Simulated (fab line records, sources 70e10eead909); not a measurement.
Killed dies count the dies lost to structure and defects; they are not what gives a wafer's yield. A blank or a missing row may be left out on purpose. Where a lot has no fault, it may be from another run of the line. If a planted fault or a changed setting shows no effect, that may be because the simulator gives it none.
Comparing a struck lot with a sound one -- flow nand_harc -- 16 out of 1302 route steps
Sound: wafers L691.2, L691.5, L691.6. Struck: wafer L695.6. (L695.2 of the same lot was not struck and is left out.) The cause comes at the end.
For every step that has rows: the tool of each side, followed by ch and its chambers, followed by its first start. Under that, the readings that differ: sound wafers -- struck wafers -- difference of the means -- sigmas: that difference in standard deviations of wafers without a fault.
alike: same words and numbers on both sides, and readings whose means sit less than 2 such deviations apart. not compared: any withheld reading, any reading some wafer has no value for, any bound like >300 that may hide the same value, and any number with overlapping values for which the record gives no deviation.
Wherever a step has rows on one side only, a row that says differs or no value, or a row with sigmas, the two part there. Numbers that have no deviation but don't overlap get no sigmas and don't part them. A reading that every wafer of one side lacks parts them only if that side has two wafers or more.

NHARC_A_ONON_D2_THK_MEAS_02: measures by ellipsometry.
  sound on film_metro-02, day 12 18:38; struck on film_metro-01, day 17 01:06
  alike: thk_nm
following that, 1 step holds no rows for these wafers, namely NHARC_A_ONON_D2_DEP_03 (target thickness 1000 nm).
NHARC_A_ONON_D2_THK_MEAS_05: measures by ellipsometry.
  sound on film_metro-02, day 12 19:12; struck on film_metro-01, day 17 02:01
  alike: thk_nm
following that, 1 step holds no rows for these wafers, namely NHARC_A_ONON_D2_DEP_06 (target thickness 1000 nm).
NHARC_A_ONON_D2_THK_MEAS_08: measures by ellipsometry.
  sound on film_metro-02, day 12 19:46; struck on film_metro-01, day 17 02:44
  alike: thk_nm
following that, 1 step holds no rows for these wafers, namely NHARC_A_ONON_D2_DEP_09 (target thickness 1000 nm).
NHARC_A_ONON_D2_THK_MEAS_11: measures by ellipsometry.
  sound on film_metro-02, day 12 20:20; struck on film_metro-01, day 17 03:25
  alike: thk_nm
following that, 1 step holds no rows for these wafers, namely NHARC_A_ONON_D2_DEP_12 (target thickness 1000 nm).
NHARC_A_ONON_D2_THK_MEAS_14: measures by ellipsometry.
  sound on film_metro-02, day 12 20:54; struck on film_metro-01, day 17 04:00
  alike: thk_nm
then, 2 steps without rows for these wafers: NHARC_A_ONON_D2_ANNEAL_15 (time 3600 s); NHARC_A_ONON_D2_DEP_16 (target thk 1000 nm).
NHARC_A_ONON_D2_THK_MEAS_18: measures by ellipsometry.
  sound on film_metro-01, day 13 04:57; struck on film_metro-01, day 17 11:38
  alike: thk_nm
NHARC_A_ONON_D2_DEP_19: target thk 1000 nm.
  sound on pecvd_onon-01 ch 0, day 13 05:04; struck on pecvd_onon-04 ch 0, day 17 11:53
NHARC_A_ONON_D2_THK_MEAS_21: measures by ellipsometry.
  sound on film_metro-01, day 13 05:31; struck on film_metro-02, day 17 12:20
reading,sound,struck,difference,sigmas
thk_nm (nm),986 987 985,909,-77,-11
following that, 1 step holds no rows for these wafers, namely NHARC_A_ONON_D2_DEP_22 (target thickness 1000 nm).
-- the record jumps here: 14 days lie between the struck wafers' starts before and after (it left off in module A_ONON_D2 and takes up again in module END, whose first step shown is number 1302 of the route) --
NHARC_END_SORT_01:
  only the struck wafers appear in the record here, on prober-02 ch 0 at day 31 04:20; the sound ones have no rows

== WHERE THEY PART ==
Earliest at NHARC_A_ONON_D2_THK_MEAS_21; latest, in this record, at NHARC_END_SORT_01.

WHY: the cause the simulator had injected
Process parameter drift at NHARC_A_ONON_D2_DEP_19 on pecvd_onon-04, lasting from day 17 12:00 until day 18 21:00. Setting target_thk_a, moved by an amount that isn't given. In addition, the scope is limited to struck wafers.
